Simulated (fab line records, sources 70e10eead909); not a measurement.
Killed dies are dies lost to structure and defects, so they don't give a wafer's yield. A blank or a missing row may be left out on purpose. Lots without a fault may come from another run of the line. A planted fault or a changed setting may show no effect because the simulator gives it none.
Which tool did it? | flow nand_harc | 11 lots, 33 wafers sampled, at 6 steps of a route of 1302

WHAT THE GAUGES READ, wafer by wafer
NHARC_A_CHANNEL_FILL_D2_INSPECT_13. Usual: raw_defect_count 385, standard deviation 110.
lot  | measured     | on                | raw_defect_count | flag
L484 | day 15 05:01 | defect_inspect-01 | 291 389 528      |
L486 | day 15 16:53 | defect_inspect-02 | 308 458 386      |
L488 | day 16 22:11 | defect_inspect-02 | 454 298 315      |
L492 | day 19 10:08 | defect_inspect-01 | 293 494 362      |
L493 | day 19 14:37 | defect_inspect-02 | 487 407 467      |
L496 | day 20 18:32 | defect_inspect-02 | 212 264 241      |
L503 | day 23 19:08 | defect_inspect-01 | 176 312 324      |
L504 | day 24 12:17 | defect_inspect-02 | 433 527 386      |
L507 | day 24 20:25 | defect_inspect-02 | 258 275 233      |
L505 | day 24 20:25 | defect_inspect-01 | 558 585 502      |
L506 | day 25 02:25 | defect_inspect-01 | 618 275 309      |

NHARC_END_SORT_01. Usual: killed_at_array 52, standard deviation 18; killed_at_other 1.2, standard deviation 1.5; killed_at_periphery 4, standard deviation 3.2; killed_dies 57, standard deviation 17; killed_open 3.1, standard deviation 1.9; killed_short 2.5, standard deviation 1.7.
lot  | measured     | on        | killed_at_array | killed_at_other | killed_at_periphery | killed_dies | killed_open | killed_short | flag
L488 | day 25 10:17 | prober-01 | 68 67 67        | 1 2 1           | 0 3 4               | 69 72 72    | 4 3 5       | 0 1 3        |

WHICH TOOL RAN EACH LOT (tool, then ch and the chambers of the sampled wafers, then the start)
lot  | NHARC_A_CHANNEL_HOLE_D2_ETCH_25  | NHARC_A_CHANNEL_HOLE_D2_ETCH_44    | NHARC_A_CHANNEL_FILL_D2_CVD_09   | NHARC_A_CHANNEL_FILL_D2_CMP_10
L484 | har_etch-01 ch 0,1, day 13 01:40 | rie_diel-07 ch 1,2, day 13 03:29   | lpcvd_poly-03 ch 0, day 15 01:12 | cmp-03 ch 0,1,3, day 15 04:28
L486 | har_etch-01 ch 0,1, day 13 13:42 | rie_diel-08 ch 1,2,3, day 13 15:24 | lpcvd_poly-04 ch 0, day 15 12:51 | cmp-04 ch 0,1,2, day 15 16:07
L488 | har_etch-01 ch 0,1, day 14 19:37 | rie_diel-07 ch 0,1,2, day 14 21:28 | lpcvd_poly-04 ch 0, day 16 18:14 | cmp-04 ch 1,2, day 16 21:27
L492 | har_etch-01 ch 0,1, day 17 07:09 | rie_diel-08 ch 1,2,3, day 17 08:33 | lpcvd_poly-04 ch 0, day 19 06:23 | cmp-04 ch 2,3, day 19 09:32
L493 | har_etch-01 ch 0,1, day 17 11:02 | rie_diel-08 ch 0,2,3, day 17 12:42 | lpcvd_poly-04 ch 0, day 19 10:48 | cmp-02 ch 0,2,3, day 19 13:59
L496 | har_etch-02 ch 0,1, day 18 15:04 | rie_diel-07 ch 1,2,3, day 18 16:37 | lpcvd_poly-04 ch 0, day 20 14:43 | cmp-03 ch 1,2, day 20 17:55
L503 | har_etch-01 ch 0,1, day 21 15:46 | rie_diel-07 ch 1,2,3, day 21 17:19 | lpcvd_poly-03 ch 0, day 23 15:20 | cmp-04 ch 0,1,3, day 23 18:32
L504 | har_etch-01 ch 0,1, day 22 07:38 | rie_diel-08 ch 1,2, day 22 09:27   | lpcvd_poly-04 ch 0, day 24 08:29 | cmp-03 ch 1,2,3, day 24 11:42
L507 | har_etch-02 ch 0,1, day 22 18:10 | rie_diel-02 ch 1,3, day 22 19:43   | lpcvd_poly-03 ch 0, day 24 16:35 | cmp-03 ch 0,1,3, day 24 19:48
L505 | har_etch-01 ch 0,1, day 22 18:52 | rie_diel-02 ch 2,3, day 22 20:23   | lpcvd_poly-03 ch 0, day 24 16:35 | cmp-02 ch 0,3, day 24 19:50
L506 | har_etch-02 ch 0,1, day 22 22:02 | rie_diel-08 ch 1,2,3, day 22 23:52 | lpcvd_poly-04 ch 0, day 24 22:34 | cmp-03 ch 1,2, day 25 01:47
- NHARC_A_CHANNEL_HOLE_D2_ETCH_25: etches the open film in C4F8/O2/Ar, time 1040.2 s, target depth 1500 nm.
- NHARC_A_CHANNEL_HOLE_D2_ETCH_44: etches the open film in CF4/O2, target depth 140 nm, overetch 14 nm, time 77 s.
- NHARC_A_CHANNEL_FILL_D2_CVD_09: deposits poly-Si, target thk 150 nm, time 3000 s.
- NHARC_A_CHANNEL_FILL_D2_CMP_10: polishes, target thk 150 nm.

WHAT THE TOOLS THEMSELVES READ (means of the sampled wafers that have a number; where no wafer has one, the mark that the record gives instead)
NHARC_A_CHANNEL_HOLE_D2_ETCH_25. Usual: drypump_motor_current_A 5.9 A, standard deviation 0.6; showerhead_plenum_p_Torr 3.71 Torr, standard deviation 0.1; throttle_valve_pct 32.236 %, standard deviation 0.0089.
lot  | tool        | drypump_motor_current_A (A) | showerhead_plenum_p_Torr (Torr) | throttle_valve_pct (%) | flag
L484 | har_etch-01 | 5.7                         | 3.70                            | 32.234                 |
L486 | har_etch-01 | 5.7                         | 3.70                            | 32.239                 |
L488 | har_etch-01 | 5.7                         | 3.68                            | 32.235                 |
L492 | har_etch-01 | 5.7                         | 3.67                            | 32.245                 |
L493 | har_etch-01 | 5.7                         | 3.67                            | 32.241                 |
L496 | har_etch-02 | 6.5                         | 3.73                            | 32.240                 |
L503 | har_etch-01 | 5.4                         | 3.63                            | 32.231                 |
L504 | har_etch-01 | 5.3                         | 3.63                            | 32.237                 |
L507 | har_etch-02 | 6.5                         | 3.70                            | 32.228                 |
L505 | har_etch-01 | 5.6                         | 3.62                            | 32.245                 |
L506 | har_etch-02 | 6.3                         | 3.78                            | 32.229                 |

NHARC_A_CHANNEL_HOLE_D2_ETCH_44. Usual: drypump_motor_current_A 5.9 A, standard deviation 0.52; oes_ar_750_au 1.000 a.u., standard deviation 0.0044; oes_product_au 1.001 a.u., standard deviation 0.01; rf_vpp_V 197.6 V, standard deviation 1.5; showerhead_plenum_p_Torr 1.33 Torr, standard deviation 0.061; throttle_valve_pct 13.396 %, standard deviation 0.0087.
lot  | tool        | drypump_motor_current_A (A) | oes_ar_750_au (a.u.) | oes_product_au (a.u.) | rf_vpp_V (V) | showerhead_plenum_p_Torr (Torr) | throttle_valve_pct (%) | flag
L484 | rie_diel-07 | 5.7                         | 1.001                | 0.993                 | 197.0        | 1.31                            | 13.393                 |
L486 | rie_diel-08 | 6.1                         | 1.000                | 0.994                 | 198.3        | 1.35                            | 13.396                 |
L488 | rie_diel-07 | 5.6                         | 0.999                | 1.000                 | 199.5        | 1.36                            | 13.390                 |
L492 | rie_diel-08 | 6.1                         | 0.997                | 0.999                 | 197.5        | 1.35                            | 13.394                 |
L493 | rie_diel-08 | 6.2                         | 0.996                | 1.007                 | 197.6        | 1.33                            | 13.399                 |
L496 | rie_diel-07 | 6.0                         | 1.000                | 0.995                 | 196.8        | 1.31                            | 13.391                 |
L503 | rie_diel-07 | 6.0                         | 1.003                | 1.007                 | 197.4        | 1.31                            | 13.397                 |
L504 | rie_diel-08 | 5.5                         | 1.000                | 0.998                 | 198.4        | 1.36                            | 13.390                 |
L507 | rie_diel-02 | 6.0                         | 1.000                | 1.008                 | 196.7        | 1.27                            | 13.400                 |
L505 | rie_diel-02 | 6.0                         | 0.999                | 1.008                 | 196.3        | 1.27                            | 13.409                 |
L506 | rie_diel-08 | 6.1                         | 1.000                | 1.001                 | 198.6        | 1.35                            | 13.397                 |

NHARC_A_CHANNEL_FILL_D2_CVD_09. Usual: pressure_mtorr 199.9 mTorr, standard deviation 0.41; spike_tc_bottom_C 639 C, standard deviation 4.5; spike_tc_centre_C 621.4 C, standard deviation 1.6; spike_tc_lower_C 620.4 C, standard deviation 1.5; spike_tc_top_C 639 C, standard deviation 3.3; spike_tc_upper_C 618.5 C, standard deviation 1.1; tube_center_temp_C 620.01 C, standard deviation 0.054; zone_power_lower_pct 8.66 %, standard deviation 0.28.
lot  | tool          | pressure_mtorr (mTorr) | spike_tc_bottom_C (C) | spike_tc_centre_C (C) | spike_tc_lower_C (C) | spike_tc_top_C (C) | spike_tc_upper_C (C) | tube_center_temp_C (C) | zone_power_lower_pct (%) | flag
L484 | lpcvd_poly-03 | 199.3                  | 633                   | 620.3                 | 619.9                | 636                | 619.3                | 620.01                 | 8.49                     |
L486 | lpcvd_poly-04 | 200.5                  | 642                   | 622.5                 | 621.4                | 640                | 618.9                | 620.01                 | 8.93                     |
L488 | lpcvd_poly-04 | 200.0                  | 644                   | 623.3                 | 621.3                | 640                | 618.4                | 619.97                 | 8.89                     |
L492 | lpcvd_poly-04 | 200.2                  | 599                   | 579.7                 | 578.0                | 598                | 574.7                | 576.84                 | 7.95                     | OFF
L493 | lpcvd_poly-04 | 199.6                  | 600                   | 580.9                 | 578.8                | 598                | 575.8                | 576.83                 | 7.92                     | OFF
L496 | lpcvd_poly-04 | 200.1                  | 600                   | 579.0                 | 578.4                | 598                | 575.4                | 576.80                 | 7.95                     | OFF
L503 | lpcvd_poly-03 | 200.0                  | 635                   | 620.2                 | 619.1                | 637                | 619.1                | 620.00                 | 8.37                     |
L504 | lpcvd_poly-04 | 200.3                  | 644                   | 622.5                 | 621.6                | 638                | 617.7                | 620.04                 | 9.01                     |
L507 | lpcvd_poly-03 | 200.0                  | 634                   | 621.1                 | 619.6                | 637                | 619.1                | 620.02                 | 8.40                     |
L505 | lpcvd_poly-03 | 200.1                  | 633                   | 620.2                 | 620.3                | 636                | 619.2                | 620.00                 | 8.34                     |
L506 | lpcvd_poly-04 | 199.7                  | 643                   | 622.4                 | 622.1                | 640                | 617.7                | 620.06                 | 8.97                     |

NHARC_A_CHANNEL_FILL_D2_CMP_10. Usual: motor_current_A 11.8 A, standard deviation 0.82; time_to_endpoint_s 15.0 s, standard deviation 2.5.
lot  | tool   | motor_current_A (A) | time_to_endpoint_s (s) | flag
L484 | cmp-03 | 11.8                | 14.6                   |
L486 | cmp-04 | 11.9                | 14.7                   |
L488 | cmp-04 | 12.4                | 12.3                   |
L492 | cmp-04 | 12.2                | 5.3                    | OFF
L493 | cmp-02 | 12.1                | 5.4                    | OFF
L496 | cmp-03 | 12.6                | 7.3                    | OFF
L503 | cmp-04 | 11.8                | 17.6                   |
L504 | cmp-03 | 12.4                | 14.6                   |
L507 | cmp-03 | 11.2                | 15.2                   |
L505 | cmp-02 | 12.2                | 14.0                   |
L506 | cmp-03 | 12.7                | 17.5                   |

THE ANSWER, worked out from the rows above alone
Rule: a lot is off if the mean of its wafers that have a number lies more than 3 standard deviations from the usual mean. A lot without any number at a reading at which 4 lots or more have one is off too. The other lots that the step has rows for count as sound. The gauges are gone through in route order, then the tools' own readings, and for those a lot's mean is taken as printed above. The first step at which some lot is off is used, and at that step the reading that is off furthest; a lot without a number counts as furthest.
Off: L492, L493, L496, at NHARC_A_CHANNEL_FILL_D2_CVD_09 (tube_center_temp_C).
A tool fits if, at that step or a process step before it, it ran every lot that is off, and no sound lot after the first of them. None of those tried fits.

WHAT THE SIMULATOR HAD PUT IN
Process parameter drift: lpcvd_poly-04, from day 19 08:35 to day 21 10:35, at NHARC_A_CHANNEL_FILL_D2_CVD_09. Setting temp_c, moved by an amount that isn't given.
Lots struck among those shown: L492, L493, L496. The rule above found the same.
